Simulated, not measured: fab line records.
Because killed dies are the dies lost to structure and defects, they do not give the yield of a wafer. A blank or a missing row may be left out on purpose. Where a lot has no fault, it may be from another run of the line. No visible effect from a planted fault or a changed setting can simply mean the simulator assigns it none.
Which tool did it? | flow nand harc | Sampling: 24 lots, 72 wafers, 6 of 1159 route steps

## WHAT EACH GAUGE READ, for each wafer
NHARC_P_M0_OVL_MEAS_10: pitch 180 nm.
lot  | measured     | on         | overlay x nm (nm) | overlay y nm (nm)
L075 | day 6 07:17  | overlay-01 | -0.6 -0.4 -0.8    | 0.1 -0.6 -1.0
L074 | day 6 11:41  | overlay-01 | 0.2 0.0 0.1       | -0.6 -0.1 -0.8
L076 | day 6 12:18  | overlay-02 | 0.3 0.4 0.3       | 0.3 0.3 0.7
L077 | day 6 13:22  | overlay-02 | 0.6 0.2 -0.4      | 0.3 0.3 0.4
L078 | day 6 17:41  | overlay-01 | -0.9 -0.2 0.1     | 0.9 0.8 1.0
L079 | day 6 18:22  | overlay-01 | 0.6 0.6 1.0       | 0.1 0.0 0.4
L080 | day 7 07:43  | overlay-01 | 1.2 1.3 1.5       | 0.1 0.7 0.6
L082 | day 7 16:40  | overlay-01 | 0.4 0.5 0.5       | 0.9 1.2 1.3
L081 | day 7 14:47  | overlay-02 | -0.8 -0.7 -0.5    | 0.6 0.9 0.7
L083 | day 8 10:29  | overlay-01 | -0.1 -0.1 -0.2    | -0.6 -1.2 -0.6
L084 | day 8 11:02  | overlay-02 | -1.6 -1.6 -2.3    | 0.1 -0.3 -0.1
L088 | day 9 03:27  | overlay-01 | 0.0 -0.1 0.3      | 0.3 0.7 -0.3
L085 | day 9 04:01  | overlay-02 | 0.0 0.6 -0.3      | -0.9 -0.7 -0.3
L087 | day 9 04:17  | overlay-01 | 0.9 0.9 0.5       | -0.2 -0.4 0.5
L086 | day 9 06:19  | overlay-02 | -1.2 -1.3 -1.6    | -0.7 0.0 -1.0
L089 | day 9 15:07  | overlay-02 | 1.2 0.7 1.0       | -0.1 -0.6 -0.6
L090 | day 10 06:32 | overlay-02 | -0.1 -0.2 0.1     | -0.3 -0.1 -0.5
L091 | day 10 16:44 | overlay-01 | -1.1 -1.2 -0.5    | -0.8 -0.6 -1.0
L093 | day 10 17:24 | overlay-01 | -0.3 -0.2 -0.2    | 0.2 0.2 0.1
L092 | day 10 17:57 | overlay-01 | 1.6 1.8 2.0       | 0.0 0.4 0.3
L094 | day 10 18:20 | overlay-02 | 1.0 0.6 1.2       | -0.4 0.6 0.1
L095 | day 11 00:50 | overlay-02 | -0.2 0.0 -0.4     | 0.1 -0.2 0.0
L096 | day 11 01:34 | overlay-02 | 0.6 0.8 1.3       | 0.3 0.2 0.7
L097 | day 11 08:05 | overlay-01 | -0.1 0.0 0.3      | -0.4 -0.3 0.0

NHARC_P_M0_INSPECT_11.
lot  | measured     | on                | raw defect count
L075 | day 6 07:19  | defect inspect-01 | 5 5 3
L074 | day 6 11:43  | defect inspect-02 | 4 1 5
L076 | day 6 12:20  | defect inspect-01 | 8 9 5
L077 | day 6 13:25  | defect inspect-02 | 4 4 2
L078 | day 6 17:43  | defect inspect-01 | 1 2 2
L079 | day 6 18:24  | defect inspect-02 | 7 9 5
L080 | day 7 07:45  | defect inspect-02 | 4 4 2
L082 | day 7 16:42  | defect inspect-02 | 4 4 3
L081 | day 7 14:49  | defect inspect-02 | 3 8 3
L083 | day 8 10:32  | defect inspect-01 | 5 8 6
L084 | day 8 11:04  | defect inspect-02 | 6 8 7
L088 | day 9 03:29  | defect inspect-02 | 4 5 2
L085 | day 9 04:02  | defect inspect-02 | 3 2 2
L087 | day 9 04:19  | defect inspect-01 | 4 2 6
L086 | day 9 06:22  | defect inspect-01 | 5 3 3
L089 | day 9 15:09  | defect inspect-01 | 4 0 1
L090 | day 10 06:34 | defect inspect-01 | 12 2 5
L091 | day 10 16:47 | defect inspect-02 | 4 4 5
L093 | day 10 17:26 | defect inspect-02 | 1 0 4
L092 | day 10 17:59 | defect inspect-01 | 4 2 3
L094 | day 10 18:22 | defect inspect-01 | 2 2 4
L095 | day 11 00:53 | defect inspect-02 | 4 1 5
L096 | day 11 01:35 | defect inspect-02 | 4 2 2
L097 | day 11 08:08 | defect inspect-01 | 2 3 4

NHARC_P_M1_CD_MEAS_16.
lot  | measured     | on        | cd nm (nm)
L075 | day 6 11:46  | cd sem-01 | 129.6 130.1 129.9
L074 | day 6 16:31  | cd sem-03 | 130.0 130.3 130.0
L076 | day 6 16:46  | cd sem-01 | 130.7 130.0 130.0
L077 | day 6 17:43  | cd sem-02 | 131.3 130.3 130.1
L078 | day 6 22:36  | cd sem-02 | 128.1 128.3 129.6
L079 | day 6 23:04  | cd sem-02 | 130.3 130.5 130.2
L080 | day 7 12:02  | cd sem-01 | 129.7 129.5 129.7
L082 | day 7 21:06  | cd sem-03 | 130.0 129.0 130.7
L081 | day 7 19:23  | cd sem-02 | 129.9 129.2 130.3
L083 | day 8 14:59  | cd sem-03 | 128.9 129.7 128.9
L084 | day 8 15:22  | cd sem-02 | 130.9 130.5 130.5
L088 | day 9 07:51  | cd sem-03 | 129.3 129.6 129.9
L085 | day 9 09:16  | cd sem-02 | 129.7 130.0 129.4
L087 | day 9 10:11  | cd sem-01 | 131.0 131.0 131.1
L086 | day 9 11:19  | cd sem-01 | 130.8 131.0 130.5
L089 | day 9 19:56  | cd sem-01 | 131.5 130.1 130.3
L090 | day 10 11:03 | cd sem-03 | 130.6 131.3 131.7
L091 | day 10 21:18 | cd sem-01 | 130.7 131.1 131.1
L093 | day 10 22:15 | cd sem-03 | 129.9 130.3 130.4
L092 | day 10 22:43 | cd sem-01 | 130.4 130.5 129.1
L094 | day 10 23:24 | cd sem-03 | 129.8 129.8 129.4
L095 | day 11 05:21 | cd sem-01 | 129.3 129.9 130.1
L096 | day 11 06:17 | cd sem-03 | 129.6 130.1 130.6
L097 | day 11 12:46 | cd sem-03 | 128.9 129.9 128.6

## WHICH TOOL RAN EACH LOT (tool, then ch and the chambers of the sampled wafers, then the start)
lot  | NHARC_P_GATE_ETCH_32             | NHARC_P_CONTACT_ETCH_35            | NHARC_P_CONTACT_CVD_23
L075 | rie si-03 ch 0,1, day 5 02:30    | rie diel-09 ch 0,3, day 5 23:05    | cvd w-02 ch 0,1, day 6 07:17 or earlier
L074 | rie si-01 ch 1,2,3, day 5 02:52  | rie diel-09 ch 0,1,2, day 5 23:43  | cvd w-01 ch 0,1, day 6 11:41 or earlier
L076 | rie si-01 ch 2,3, day 5 08:58    | rie diel-04 ch 0,1,3, day 6 05:40  | cvd w-01 ch 0,1, day 6 12:18 or earlier
L077 | rie si-03 ch 1,2,3, day 5 09:48  | rie diel-13 ch 0,2,3, day 6 06:12  | cvd w-02 ch 0,1, day 6 13:22 or earlier
L078 | rie si-03 ch 1,2,3, day 5 16:34  | rie diel-09 ch 0,1,2, day 6 12:25  | cvd w-02 ch 0,1, day 6 17:41 or earlier
L079 | rie si-04 ch 0,1,3, day 5 17:13  | rie diel-04 ch 0,1, day 6 13:01    | cvd w-02 ch 0,1, day 6 18:22 or earlier
L080 | rie si-04 ch 1,2,3, day 6 07:58  | rie diel-09 ch 0,1, day 7 03:43    | cvd w-01 ch 0,1, day 7 07:43 or earlier
L082 | rie si-03 ch 2,3, day 6 10:50    | rie diel-13 ch 0,2, day 7 08:22    | cvd w-01 ch 0,1, day 7 16:40 or earlier
L081 | rie si-04 ch 2,3, day 6 11:44    | rie diel-09 ch 1,3, day 7 07:25    | cvd w-01 ch 1, day 7 14:47 or earlier
L083 | rie si-01 ch 0,2,3, day 7 01:17  | rie diel-09 ch 2,3, day 7 22:07    | cvd w-01 ch 0,1, day 8 10:29 or earlier
L084 | rie si-03 ch 0,2,3, day 7 01:25  | rie diel-04 ch 0,1,3, day 7 22:45  | cvd w-01 ch 0,1, day 8 11:02 or earlier
L088 | rie si-03 ch 0,2,3, day 7 23:44  | rie diel-09 ch 0,1,3, day 8 19:44  | cvd w-02 ch 0,1, day 9 03:27 or earlier
L085 | rie si-04 ch 0,1,3, day 8 00:03  | rie diel-04 ch 2,3, day 8 20:00    | cvd w-02 ch 0,1, day 9 04:01 or earlier
L087 | rie si-01 ch 1,2,3, day 8 00:29  | rie diel-09 ch 0,1,2, day 8 20:56  | cvd w-01 ch 0,1, day 9 04:17 or earlier
L086 | rie si-03 ch 2,3, day 8 00:49    | rie diel-04 ch 0,2,3, day 9 01:48  | cvd w-01 ch 0,1, day 9 06:19 or earlier
L089 | rie si-04 ch 0,2, day 8 14:38    | rie diel-09 ch 0,2, day 9 10:39    | cvd w-01 ch 1, day 9 15:07 or earlier
L090 | rie si-04 ch 0,1,2, day 8 21:25  | rie diel-04 ch 0,1,2, day 9 18:05  | cvd w-02 ch 0,1, day 10 06:32 or earlier
L091 | rie si-03 ch 0,1, day 9 07:11    | rie diel-09 ch 0,3, day 10 02:58   | cvd w-02 ch 0,1, day 10 16:44 or earlier
L093 | rie si-01 ch 0,1,3, day 9 07:49  | rie diel-04 ch 0,3, day 10 03:31   | cvd w-02 ch 0,1, day 10 17:24 or earlier
L092 | rie si-03 ch 1,2, day 9 08:43    | rie diel-04 ch 2,3, day 10 04:34   | cvd w-02 ch 0,1, day 10 17:57 or earlier
L094 | rie si-03 ch 1,2,3, day 9 18:11  | rie diel-04 ch 0,1,3, day 10 14:07 | cvd w-01 ch 0,1, day 10 18:20 or earlier
L095 | rie si-04 ch 0,2,3, day 10 01:10 | rie diel-09 ch 2,3, day 10 20:51   | cvd w-01 ch 0,1, day 11 00:50 or earlier
L096 | rie si-01 ch 0,1,3, day 10 01:18 | rie diel-04 ch 0,2,3, day 10 21:24 | cvd w-01 ch 0,1, day 11 01:34 or earlier
L097 | rie si-01 ch 1,2,3, day 10 07:15 | rie diel-13 ch 1,2, day 11 03:36   | cvd w-01 ch 1, day 11 08:05 or earlier
- NHARC_P_GATE_ETCH_32: etches the open film in HBr/Cl2, target depth 150 nm, time 100.1 s.
- NHARC_P_CONTACT_ETCH_35: etches the open film in CF4, target depth 39 nm, time 65 s.
- NHARC_P_CONTACT_CVD_23: deposits W, target thk 200 nm, time 557 s.

## WHAT THE TOOLS THEMSELVES READ (means of the sampled wafers that have a number; where no wafer has one, the mark that the record gives instead)
NHARC_P_GATE_ETCH_32.
lot  | tool      | bias w (W) | drypump motor current A (A) | oes product au (a.u.) | throttle valve pct (%)
L075 | rie si-03 | 99.74      | 5.5                         | 1.006                 | 26.404
L074 | rie si-01 | 99.82      | 5.7                         | 1.004                 | 26.408
L076 | rie si-01 | 99.59      | 5.9                         | 0.996                 | 26.405
L077 | rie si-03 | 100.25     | 5.7                         | 0.998                 | 26.407
L078 | rie si-03 | 99.87      | 5.8                         | 1.000                 | 26.394
L079 | rie si-04 | 99.78      | 5.7                         | 0.988                 | 26.403
L080 | rie si-04 | 99.59      | 6.0                         | 1.000                 | 26.409
L082 | rie si-03 | 99.61      | 5.9                         | 0.988                 | 26.404
L081 | rie si-04 | 100.07     | 6.3                         | 0.999                 | 26.410
L083 | rie si-01 | 100.10     | 5.6                         | 0.996                 | 26.404
L084 | rie si-03 | 100.06     | 5.9                         | 0.993                 | 26.420
L088 | rie si-03 | 99.87      | 5.9                         | 1.002                 | 26.407
L085 | rie si-04 | 100.03     | 5.7                         | 0.994                 | 26.409
L087 | rie si-01 | 100.01     | 5.7                         | 1.000                 | 26.394
L086 | rie si-03 | 100.09     | 6.0                         | 0.994                 | 26.411
L089 | rie si-04 | 100.01     | 5.6                         | 0.993                 | 26.408
L090 | rie si-04 | 100.18     | 5.7                         | 0.998                 | 26.405
L091 | rie si-03 | 100.02     | 5.6                         | 1.011                 | 26.400
L093 | rie si-01 | 99.90      | 5.5                         | 1.005                 | 26.403
L092 | rie si-03 | 99.80      | 5.8                         | 0.997                 | 26.407
L094 | rie si-03 | 99.87      | 5.7                         | 0.999                 | 26.405
L095 | rie si-04 | 100.04     | 6.0                         | 0.993                 | 26.414
L096 | rie si-01 | 100.04     | 5.4                         | 1.003                 | 26.396
L097 | rie si-01 | 99.97      | 5.7                         | 1.006                 | 26.409

NHARC_P_CONTACT_ETCH_35.
lot  | tool        | bias w (W) | drypump motor current A (A) | mfc ar sccm (sccm) | oes product au (a.u.) | rf vpp V (V) | showerhead plenum p Torr (Torr) | throttle valve pct (%)
L075 | rie diel-09 | 100.2      | 5.6                         | 0.009              | 0.995                 | 151.0        | 1.77                            | 13.289
L074 | rie diel-09 | 99.9       | 5.8                         | 0.008              | 0.999                 | 150.6        | 1.74                            | 13.278
L076 | rie diel-04 | 100.1      | 5.9                         | 0.003              | 1.004                 | 151.2        | 1.77                            | 13.289
L077 | rie diel-13 | 99.9       | 5.6                         | 0.000              | 1.005                 | 151.2        | 1.74                            | 13.286
L078 | rie diel-09 | 99.8       | 5.8                         | 0.008              | 0.998                 | 150.2        | 1.74                            | 13.293
L079 | rie diel-04 | 100.4      | 5.9                         | 0.000              | 1.004                 | 151.4        | 1.77                            | 13.276
L080 | rie diel-09 | 100.2      | 5.6                         | 0.010              | 0.996                 | 151.4        | 1.70                            | 13.277
L082 | rie diel-13 | 99.8       | 5.6                         | 0.000              | 1.009                 | 149.6        | 1.73                            | 13.288
L081 | rie diel-09 | 99.8       | 5.8                         | 0.013              | 0.991                 | 151.2        | 1.81                            | 13.278
L083 | rie diel-09 | 100.1      | 5.9                         | 0.003              | 1.009                 | 151.9        | 1.79                            | 13.288
L084 | rie diel-04 | 100.1      | 5.8                         | 0.003              | 0.998                 | 151.2        | 1.77                            | 13.284
L088 | rie diel-09 | 99.9       | 5.7                         | 0.011              | 0.995                 | 151.5        | 1.75                            | 13.278
L085 | rie diel-04 | 100.2      | 5.6                         | 0.003              | 0.997                 | 151.1        | 1.74                            | 13.277
L087 | rie diel-09 | 99.7       | 5.8                         | 0.008              | 0.997                 | 151.0        | 1.74                            | 13.280
L086 | rie diel-04 | 99.8       | 5.6                         | 0.003              | 1.002                 | 151.5        | 1.76                            | 13.281
L089 | rie diel-09 | 99.9       | 5.5                         | 0.004              | 0.997                 | 151.1        | 1.70                            | 13.278
L090 | rie diel-04 | 100.0      | 5.7                         | 0.000              | 1.010                 | 152.0        | 1.76                            | 13.300
L091 | rie diel-09 | 99.8       | 5.4                         | 0.007              | 1.000                 | 150.6        | 1.71                            | 13.277
L093 | rie diel-04 | 100.2      | 5.8                         | 0.005              | 1.007                 | 150.9        | 1.77                            | 13.295
L092 | rie diel-04 | 100.0      | 5.6                         | 0.003              | 1.004                 | 151.5        | 1.74                            | 13.275
L094 | rie diel-04 | 99.8       | 5.8                         | 0.003              | 1.004                 | 151.7        | 1.77                            | 13.288
L095 | rie diel-09 | 100.1      | 5.9                         | 0.003              | 1.003                 | 152.4        | 1.79                            | 13.288
L096 | rie diel-04 | 100.0      | 5.6                         | 0.003              | 1.004                 | 151.7        | 1.76                            | 13.287
L097 | rie diel-13 | 99.8       | 6.1                         | 0.005              | 0.988                 | 151.2        | 1.77                            | 13.277

NHARC_P_CONTACT_CVD_23.
lot  | tool     | heater power w (W) | mfc ar sccm (sccm) | throttle valve pct (%)
L075 | cvd w-02 | 442                | 1558               | 7.77
L074 | cvd w-01 | 466                | 1557               | 7.66
L076 | cvd w-01 | 469                | 1565               | 7.62
L077 | cvd w-02 | 437                | 1558               | 7.91
L078 | cvd w-02 | 469                | 1562               | 7.71
L079 | cvd w-02 | 439                | 1566               | 7.89
L080 | cvd w-01 | 462                | 1559               | 7.63
L082 | cvd w-01 | 475                | 1558               | 7.67
L081 | cvd w-01 | 486                | 1558               | 7.82
L083 | cvd w-01 | 471                | 1558               | 7.66
L084 | cvd w-01 | 471                | 1558               | 7.62
L088 | cvd w-02 | 474                | 1561               | 7.83
L085 | cvd w-02 | 479                | 1560               | 7.72
L087 | cvd w-01 | 474                | 1554               | 7.73
L086 | cvd w-01 | 465                | 1560               | 7.64
L089 | cvd w-01 | 480                | 1561               | 7.79
L090 | cvd w-02 | 468                | 1556               | 7.43
L091 | cvd w-02 | 454                | 1562               | 7.79
L093 | cvd w-02 | 451                | 1560               | 7.79
L092 | cvd w-02 | 451                | 1555               | 7.85
L094 | cvd w-01 | 474                | 1560               | 7.65
L095 | cvd w-01 | 471                | 1565               | 7.76
L096 | cvd w-01 | 478                | 1555               | 7.64
L097 | cvd w-01 | 483                | 1561               | 7.73

## THE ANSWER, worked out from the rows above alone
Rule: what is usual is taken from the lots themselves. Put in order of their means at a reading, lots are off if they are a third of the lots or fewer, leave a main group of 4 or more, and stand apart from it by a gap of 3 or more times the standard deviation of the main group's means; of several such gaps the widest counts. A main group is skipped when, at the precision printed for the reading in the tables above, its means are all equal. A lot without any number at a reading at which 4 lots or more have one is off too. The other lots that the step has rows for count as sound. After the gauges, taken in route order, come the tools' own readings; for these a lot's mean is taken, as printed above. At the first step where some lot is off, the reading lying furthest off is the one used; lots without a number count as furthest.
None of the lots is off at any reading shown; this tells nothing.

## WHAT WAS PUT IN BY THE SIMULATOR
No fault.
